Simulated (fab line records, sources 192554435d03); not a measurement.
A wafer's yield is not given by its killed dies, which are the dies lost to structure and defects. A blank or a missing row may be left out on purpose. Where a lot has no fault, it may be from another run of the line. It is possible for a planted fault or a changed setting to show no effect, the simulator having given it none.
Chamber matching || flow n5_finfet || N5_BEOL_M4_ILD_DEP_00 on pecvd-04 has 3 sister chambers
The step deposits SiOC from DEMS/O2, target thk 79 nm, time 15.3 s. 20 wafers are shown with their chamber, then 10 later ones without.

== EACH WAFER AND ITS CHAMBER ==
{"wafer": "L076.2", "chamber": 1, "throttle_valve_pct (%)": 12.5, "heater_power_w (W)": 576, "showerhead_plenum_p_Torr (Torr)": 5.729}
{"wafer": "L076.3", "chamber": 0, "throttle_valve_pct (%)": 11.7, "heater_power_w (W)": 429, "showerhead_plenum_p_Torr (Torr)": 5.686}
{"wafer": "L076.4", "chamber": 2, "throttle_valve_pct (%)": 11.5, "heater_power_w (W)": 578, "showerhead_plenum_p_Torr (Torr)": 5.695}
{"wafer": "L079.1", "chamber": 2, "throttle_valve_pct (%)": 11.7, "heater_power_w (W)": 587, "showerhead_plenum_p_Torr (Torr)": 5.686}
{"wafer": "L079.3", "chamber": 1, "throttle_valve_pct (%)": 12.5, "heater_power_w (W)": 498, "showerhead_plenum_p_Torr (Torr)": 5.734}
{"wafer": "L079.6", "chamber": 2, "throttle_valve_pct (%)": 11.7, "heater_power_w (W)": 610, "showerhead_plenum_p_Torr (Torr)": 5.683}
{"wafer": "L081.2", "chamber": 0, "throttle_valve_pct (%)": 11.7, "heater_power_w (W)": 392, "showerhead_plenum_p_Torr (Torr)": 5.678}
{"wafer": "L081.3", "chamber": 2, "throttle_valve_pct (%)": 11.7, "heater_power_w (W)": 569, "showerhead_plenum_p_Torr (Torr)": 5.687}
{"wafer": "L081.5", "chamber": 2, "throttle_valve_pct (%)": 11.6, "heater_power_w (W)": 592, "showerhead_plenum_p_Torr (Torr)": 5.690}
{"wafer": "L082.3", "chamber": 0, "throttle_valve_pct (%)": 11.8, "heater_power_w (W)": 386, "showerhead_plenum_p_Torr (Torr)": 5.698}
{"wafer": "L082.4", "chamber": 2, "throttle_valve_pct (%)": 11.7, "heater_power_w (W)": 509, "showerhead_plenum_p_Torr (Torr)": 5.686}
{"wafer": "L082.5", "chamber": 1, "throttle_valve_pct (%)": 12.7, "heater_power_w (W)": 614, "showerhead_plenum_p_Torr (Torr)": 5.717}
{"wafer": "L083.2", "chamber": 0, "throttle_valve_pct (%)": 11.7, "heater_power_w (W)": 434, "showerhead_plenum_p_Torr (Torr)": 5.689}
{"wafer": "L083.5", "chamber": 2, "throttle_valve_pct (%)": 11.6, "heater_power_w (W)": 558, "showerhead_plenum_p_Torr (Torr)": 5.676}
{"wafer": "L083.6", "chamber": 0, "throttle_valve_pct (%)": 11.7, "heater_power_w (W)": 428, "showerhead_plenum_p_Torr (Torr)": 5.698}
{"wafer": "L091.2", "chamber": 1, "throttle_valve_pct (%)": 12.7, "heater_power_w (W)": 554, "showerhead_plenum_p_Torr (Torr)": 5.713}
{"wafer": "L091.3", "chamber": 0, "throttle_valve_pct (%)": 11.8, "heater_power_w (W)": 408, "showerhead_plenum_p_Torr (Torr)": 5.706}
{"wafer": "L091.6", "chamber": 0, "throttle_valve_pct (%)": 11.7, "heater_power_w (W)": 398, "showerhead_plenum_p_Torr (Torr)": 5.700}
{"wafer": "L092.1", "chamber": 1, "throttle_valve_pct (%)": 12.3, "heater_power_w (W)": 518, "showerhead_plenum_p_Torr (Torr)": 5.730}
{"wafer": "L092.2", "chamber": 0, "throttle_valve_pct (%)": 11.8, "heater_power_w (W)": 464, "showerhead_plenum_p_Torr (Torr)": 5.708}

SIGNATURES (means of the wafers above)
{"reading": "throttle_valve_pct", "chamber 0": 11.738, "chamber 1": 12.540, "chamber 2": 11.643, "scatter within a chamber": 0.0994}
{"reading": "heater_power_w", "chamber 0": 417.38, "chamber 1": 552.00, "chamber 2": 571.86, "scatter within a chamber": 33.9}
{"reading": "showerhead_plenum_p_Torr", "chamber 0": 5.69538, "chamber 1": 5.72460, "chamber 2": 5.68614, "scatter within a chamber": 0.00866}
Rule: distance of a wafer from a chamber = root of the sum over the readings of ((wafer's reading minus chamber's mean) / reading's scatter) squared. The wafer belongs to the nearest chamber; if the next one is less than 2 further off, it can't be placed. The scatter is the square root of a quotient: the sum, over the shown wafers, of each reading's squared deviation from its chamber's mean, divided by wafers minus chambers.

== WAFERS WITHOUT THEIR CHAMBER ==
{"wafer": "L092.3", "throttle_valve_pct (%)": 11.7, "heater_power_w (W)": 596, "showerhead_plenum_p_Torr (Torr)": 5.696}
{"wafer": "L093.3", "throttle_valve_pct (%)": 11.7, "heater_power_w (W)": 565, "showerhead_plenum_p_Torr (Torr)": 5.692}
{"wafer": "L093.4", "throttle_valve_pct (%)": 11.5, "heater_power_w (W)": 552, "showerhead_plenum_p_Torr (Torr)": 5.690}
{"wafer": "L093.6", "throttle_valve_pct (%)": 12.6, "heater_power_w (W)": 569, "showerhead_plenum_p_Torr (Torr)": 5.708}
{"wafer": "L095.2", "throttle_valve_pct (%)": 12.8, "heater_power_w (W)": 614, "showerhead_plenum_p_Torr (Torr)": 5.732}
{"wafer": "L095.3", "throttle_valve_pct (%)": 11.5, "heater_power_w (W)": 614, "showerhead_plenum_p_Torr (Torr)": 5.703}
{"wafer": "L095.4", "throttle_valve_pct (%)": 11.7, "heater_power_w (W)": 605, "showerhead_plenum_p_Torr (Torr)": 5.694}
{"wafer": "L097.3", "throttle_valve_pct (%)": 11.9, "heater_power_w (W)": 464, "showerhead_plenum_p_Torr (Torr)": 5.714}
{"wafer": "L097.5", "throttle_valve_pct (%)": 11.9, "heater_power_w (W)": 560, "showerhead_plenum_p_Torr (Torr)": 5.688}
{"wafer": "L097.6", "throttle_valve_pct (%)": 11.8, "heater_power_w (W)": 458, "showerhead_plenum_p_Torr (Torr)": 5.701}

== WHICH CHAMBER EACH WENT THROUGH ==
{"wafer": "L092.3", "from the rows above": 2, "in truth": 2}
{"wafer": "L093.3", "from the rows above": 2, "in truth": 2}
{"wafer": "L093.4", "from the rows above": 2, "in truth": 2}
{"wafer": "L093.6", "from the rows above": 1, "in truth": 1}
{"wafer": "L095.2", "from the rows above": 1, "in truth": 1}
{"wafer": "L095.3", "from the rows above": 2, "in truth": 2}
{"wafer": "L095.4", "from the rows above": 2, "in truth": 2}
{"wafer": "L097.3", "from the rows above": 0, "in truth": 0}
{"wafer": "L097.5", "from the rows above": "can't be placed: 2 or 0", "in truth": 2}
{"wafer": "L097.6", "from the rows above": 0, "in truth": 0}
Placed correctly: 9 of 10. From these rows, 1 cannot be placed; in 1 the true chamber is one of the candidates. Number placed wrongly: 0.
